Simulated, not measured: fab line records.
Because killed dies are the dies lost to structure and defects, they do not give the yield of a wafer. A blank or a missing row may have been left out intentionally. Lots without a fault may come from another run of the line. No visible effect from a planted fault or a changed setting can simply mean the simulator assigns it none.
Matching of chambers || flow n5_finfet || N5_FIN_CUT_CUT_ETCH_15 on rie_si-06 has 4 sister chambers
The step etches Si in HBr/Cl2/O2, target depth 100 nm, bt time 10 s, time 42.4 s. 24 wafers are shown with their chamber, then 12 later ones without.

== WAFERS PAIRED WITH THEIR CHAMBERS ==
{"wafer": "L074.1", "chamber": 3, "drypump_motor_current_A (A)": 5.8, "throttle_valve_pct (%)": 36.8, "he_backside_leak_sccm (sccm)": 3.09}
{"wafer": "L074.3", "chamber": 0, "drypump_motor_current_A (A)": 6.7, "throttle_valve_pct (%)": 37.3, "he_backside_leak_sccm (sccm)": 3.21}
{"wafer": "L074.6", "chamber": 0, "drypump_motor_current_A (A)": 6.6, "throttle_valve_pct (%)": 37.3, "he_backside_leak_sccm (sccm)": 3.18}
{"wafer": "L076.2", "chamber": 3, "drypump_motor_current_A (A)": 5.8, "throttle_valve_pct (%)": 36.7, "he_backside_leak_sccm (sccm)": 3.12}
{"wafer": "L076.3", "chamber": 1, "drypump_motor_current_A (A)": 5.5, "throttle_valve_pct (%)": 37.1, "he_backside_leak_sccm (sccm)": 2.52}
{"wafer": "L076.6", "chamber": 3, "drypump_motor_current_A (A)": 5.8, "throttle_valve_pct (%)": 36.8, "he_backside_leak_sccm (sccm)": 2.97}
{"wafer": "L077.3", "chamber": 3, "drypump_motor_current_A (A)": 5.8, "throttle_valve_pct (%)": 36.7, "he_backside_leak_sccm (sccm)": 2.93}
{"wafer": "L077.4", "chamber": 3, "drypump_motor_current_A (A)": 5.8, "throttle_valve_pct (%)": 36.8, "he_backside_leak_sccm (sccm)": 2.72}
{"wafer": "L077.6", "chamber": 1, "drypump_motor_current_A (A)": 5.5, "throttle_valve_pct (%)": 37.1, "he_backside_leak_sccm (sccm)": 2.51}
{"wafer": "L078.1", "chamber": 2, "drypump_motor_current_A (A)": 6.5, "throttle_valve_pct (%)": 36.9, "he_backside_leak_sccm (sccm)": 2.52}
{"wafer": "L078.3", "chamber": 1, "drypump_motor_current_A (A)": 5.5, "throttle_valve_pct (%)": 37.1, "he_backside_leak_sccm (sccm)": 2.48}
{"wafer": "L078.5", "chamber": 3, "drypump_motor_current_A (A)": 5.8, "throttle_valve_pct (%)": 36.7, "he_backside_leak_sccm (sccm)": 2.81}
{"wafer": "L079.1", "chamber": 2, "drypump_motor_current_A (A)": 6.5, "throttle_valve_pct (%)": 36.9, "he_backside_leak_sccm (sccm)": 2.55}
{"wafer": "L079.5", "chamber": 3, "drypump_motor_current_A (A)": 5.8, "throttle_valve_pct (%)": 36.7, "he_backside_leak_sccm (sccm)": 2.95}
{"wafer": "L079.6", "chamber": 1, "drypump_motor_current_A (A)": 5.5, "throttle_valve_pct (%)": 37.1, "he_backside_leak_sccm (sccm)": 2.56}
{"wafer": "L081.4", "chamber": 2, "drypump_motor_current_A (A)": 6.5, "throttle_valve_pct (%)": 36.9, "he_backside_leak_sccm (sccm)": 2.54}
{"wafer": "L081.5", "chamber": 1, "drypump_motor_current_A (A)": 5.5, "throttle_valve_pct (%)": 37.1, "he_backside_leak_sccm (sccm)": 2.49}
{"wafer": "L081.6", "chamber": 3, "drypump_motor_current_A (A)": 5.8, "throttle_valve_pct (%)": 36.8, "he_backside_leak_sccm (sccm)": 3.01}
{"wafer": "L082.2", "chamber": 0, "drypump_motor_current_A (A)": 6.6, "throttle_valve_pct (%)": 37.3, "he_backside_leak_sccm (sccm)": 2.89}
{"wafer": "L082.3", "chamber": 3, "drypump_motor_current_A (A)": 5.8, "throttle_valve_pct (%)": 36.8, "he_backside_leak_sccm (sccm)": 2.73}
{"wafer": "L082.6", "chamber": 3, "drypump_motor_current_A (A)": 5.8, "throttle_valve_pct (%)": 36.8, "he_backside_leak_sccm (sccm)": 2.65}
{"wafer": "L083.1", "chamber": 3, "drypump_motor_current_A (A)": 5.8, "throttle_valve_pct (%)": 36.8, "he_backside_leak_sccm (sccm)": 2.84}
{"wafer": "L083.2", "chamber": 1, "drypump_motor_current_A (A)": 5.5, "throttle_valve_pct (%)": 37.1, "he_backside_leak_sccm (sccm)": 2.44}
{"wafer": "L083.4", "chamber": 0, "drypump_motor_current_A (A)": 6.6, "throttle_valve_pct (%)": 37.3, "he_backside_leak_sccm (sccm)": 2.91}

SIGNATURES, as means of the wafers listed above
{"reading": "drypump_motor_current_A", "chamber 0": 6.625, "chamber 1": 5.500, "chamber 2": 6.500, "chamber 3": 5.800, "scatter within a chamber": 0.0194}
{"reading": "throttle_valve_pct", "chamber 0": 37.300, "chamber 1": 37.100, "chamber 2": 36.900, "chamber 3": 36.764, "scatter within a chamber": 0.0357}
{"reading": "he_backside_leak_sccm", "chamber 0": 3.0475, "chamber 1": 2.5000, "chamber 2": 2.5367, "chamber 3": 2.8927, "scatter within a chamber": 0.13}
Rule: distance of a wafer from a chamber = root of the sum over the readings of ((wafer's reading minus chamber's mean) / reading's scatter) squared. If the next closest chamber is less than 2 further off than the closest, the wafer can't be placed; otherwise it belongs to the closest. The scatter: take each reading less its chamber's mean, square it, sum over the shown wafers, divide by the number of wafers less the number of chambers, and take the root.

== WAFERS WHOSE CHAMBER IS MISSING ==
{"wafer": "L084.1", "drypump_motor_current_A (A)": 5.8, "throttle_valve_pct (%)": 36.7, "he_backside_leak_sccm (sccm)": 3.04}
{"wafer": "L084.2", "drypump_motor_current_A (A)": 5.5, "throttle_valve_pct (%)": 37.0, "he_backside_leak_sccm (sccm)": 2.53}
{"wafer": "L084.3", "drypump_motor_current_A (A)": 6.6, "throttle_valve_pct (%)": 37.3, "he_backside_leak_sccm (sccm)": 2.85}
{"wafer": "L086.2", "drypump_motor_current_A (A)": 6.6, "throttle_valve_pct (%)": 37.3, "he_backside_leak_sccm (sccm)": 2.88}
{"wafer": "L086.3", "drypump_motor_current_A (A)": 5.8, "throttle_valve_pct (%)": 36.8, "he_backside_leak_sccm (sccm)": 2.99}
{"wafer": "L086.5", "drypump_motor_current_A (A)": 5.5, "throttle_valve_pct (%)": 37.1, "he_backside_leak_sccm (sccm)": 2.61}
{"wafer": "L091.2", "drypump_motor_current_A (A)": 6.7, "throttle_valve_pct (%)": 37.2, "he_backside_leak_sccm (sccm)": 2.85}
{"wafer": "L091.5", "drypump_motor_current_A (A)": 6.5, "throttle_valve_pct (%)": 36.9, "he_backside_leak_sccm (sccm)": 2.51}
{"wafer": "L091.6", "drypump_motor_current_A (A)": 5.5, "throttle_valve_pct (%)": 37.1, "he_backside_leak_sccm (sccm)": 2.65}
{"wafer": "L094.1", "drypump_motor_current_A (A)": 6.5, "throttle_valve_pct (%)": 36.9, "he_backside_leak_sccm (sccm)": 2.59}
{"wafer": "L094.2", "drypump_motor_current_A (A)": 6.6, "throttle_valve_pct (%)": 37.2, "he_backside_leak_sccm (sccm)": 2.88}
{"wafer": "L094.6", "drypump_motor_current_A (A)": 6.6, "throttle_valve_pct (%)": 37.3, "he_backside_leak_sccm (sccm)": 2.77}

== WHICH CHAMBER EACH ONE RAN IN ==
{"wafer": "L084.1", "from the rows above": 3, "in truth": 3}
{"wafer": "L084.2", "from the rows above": 1, "in truth": 1}
{"wafer": "L084.3", "from the rows above": 0, "in truth": 0}
{"wafer": "L086.2", "from the rows above": 0, "in truth": 0}
{"wafer": "L086.3", "from the rows above": 3, "in truth": 3}
{"wafer": "L086.5", "from the rows above": 1, "in truth": 1}
{"wafer": "L091.2", "from the rows above": 0, "in truth": 0}
{"wafer": "L091.5", "from the rows above": 2, "in truth": 2}
{"wafer": "L091.6", "from the rows above": 1, "in truth": 1}
{"wafer": "L094.1", "from the rows above": 2, "in truth": 2}
{"wafer": "L094.2", "from the rows above": 0, "in truth": 0}
{"wafer": "L094.6", "from the rows above": 0, "in truth": 0}
12 of 12 placed correctly. Number that these rows cannot place: 0. 0 placed wrongly.
